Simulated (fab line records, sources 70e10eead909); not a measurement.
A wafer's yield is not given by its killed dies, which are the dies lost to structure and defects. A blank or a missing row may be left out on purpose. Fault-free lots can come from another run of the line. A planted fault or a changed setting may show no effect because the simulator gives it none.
The same fault as seen by 2 desks :: flow nand_harc :: what lay behind the numbers comes last; until then each desk has only its own

FROM THE METROLOGY DESK
Lot by lot, what the gauges showed, no matter which tool ran the lot: averages of those sampled wafers that carry a number. If a lot's mean is further than 4 standard deviations from the usual mean, the lot is out of limits and carries the mark OUT (the distance appears in the brackets).
Columns: A = cd_nm at NHARC_P_ZERO_WELL_CD_MEAS_52, usual 1999.8 nm; B = trench_depth_nm at NHARC_P_STI_OCD_MEAS_17, usual 301.0 nm; C = trench_foot_cd_nm at NHARC_P_STI_OCD_MEAS_17, usual 158.1 nm
lot: L415
first seen here: day 2 11:51
A: 2000.8
B: 299.9
C: 158.8

lot: L416
first seen here: day 2 21:41
A: 2000.3
B: 301.9
C: 156.7

lot: L418
first seen here: day 3 17:51
A: 1997.8
B: 301.8
C: 160.8

lot: L419
first seen here: day 4 03:52
A: 1998.9
B: 295.8
C: 158.3

lot: L422
first seen here: day 5 09:53
A: 1997.8
B: 302.2
C: 158.3

lot: L423
first seen here: day 5 19:49
A: 1997.1
B: 306.6
C: 155.9

lot: L424
first seen here: day 6 05:44
A: 2000.4
B: 304.7
C: 158.9

lot: L425
first seen here: day 6 15:38
A: 1999.8
B: 301.9
C: 156.9

lot: L426
first seen here: day 7 01:46
A: 2001.1
B: 300.5
C: 157.3

lot: L427
first seen here: day 7 11:51
A: 2000.3
B: 299.1
C: 157.6

lot: L431
first seen here: day 9 03:41
A: 1998.6
B: 301.3
C: 160.5

lot: L436
first seen here: day 11 05:56
A: 2000.3
B: 302.6
C: 156.2

lot: L437
first seen here: day 11 15:55
A: 1999.5
B: 303.0
C: 158.7
This desk's verdict: no lot among the 13 shows anything out of limits.

THE DEFECT DESK
Counts from the inspections along the route, per lot, as means over the sampled wafers that have a number. If a lot's mean is further than 4 standard deviations from the usual mean, the lot is out of limits and carries the mark OUT (the distance appears in the brackets).
Columns: A = raw_defect_count at NHARC_P_STI_INSPECT_11, usual 4.9
lot: L415
first seen here: day 3 09:46
A: 9.0

lot: L416
first seen here: day 3 21:12
A: 3.3

lot: L418
first seen here: day 4 11:56
A: 3.3

lot: L419
first seen here: day 5 01:08
A: 4.3

lot: L422
first seen here: day 6 04:27
A: 6.0

lot: L423
first seen here: day 6 12:49
A: 2.7

lot: L424
first seen here: day 6 23:39
A: 7.3

lot: L425
first seen here: day 7 08:41
A: 3.7

lot: L426
first seen here: day 7 20:23
A: 2.7

lot: L427
first seen here: day 8 06:37
A: 5.0

lot: L431
first seen here: day 9 23:19
A: 3.3

lot: L436
first seen here: day 11 23:55
A: 796.7 (+99 or more) OUT

lot: L437
first seen here: day 12 10:01
A: 808.3 (+99 or more) OUT
This desk's finding: out of limits on L436, L437; first on L436, day 11 23:55 (raw_defect_count at NHARC_P_STI_INSPECT_11). Within limits: L415, L416, L418, L419, L422, L423, L424, L425, L426, L427, L431.

PUT TOGETHER
The defect desk could have raised an alarm at day 11 23:55, on L436, L437.
At the metrology desk, nothing out of limits was observed.
The metrology desk has L436, L437 on record, within its limits.
Every lot named ran NHARC_P_STI_ETCH_26 on wet_bench-05.

WHAT THE SIMULATOR HAD PUT IN
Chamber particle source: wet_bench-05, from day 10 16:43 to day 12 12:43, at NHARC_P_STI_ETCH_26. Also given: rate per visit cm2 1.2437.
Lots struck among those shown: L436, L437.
Hours from the fault's start to each desk's first reading out of limits: the defect desk, 31.
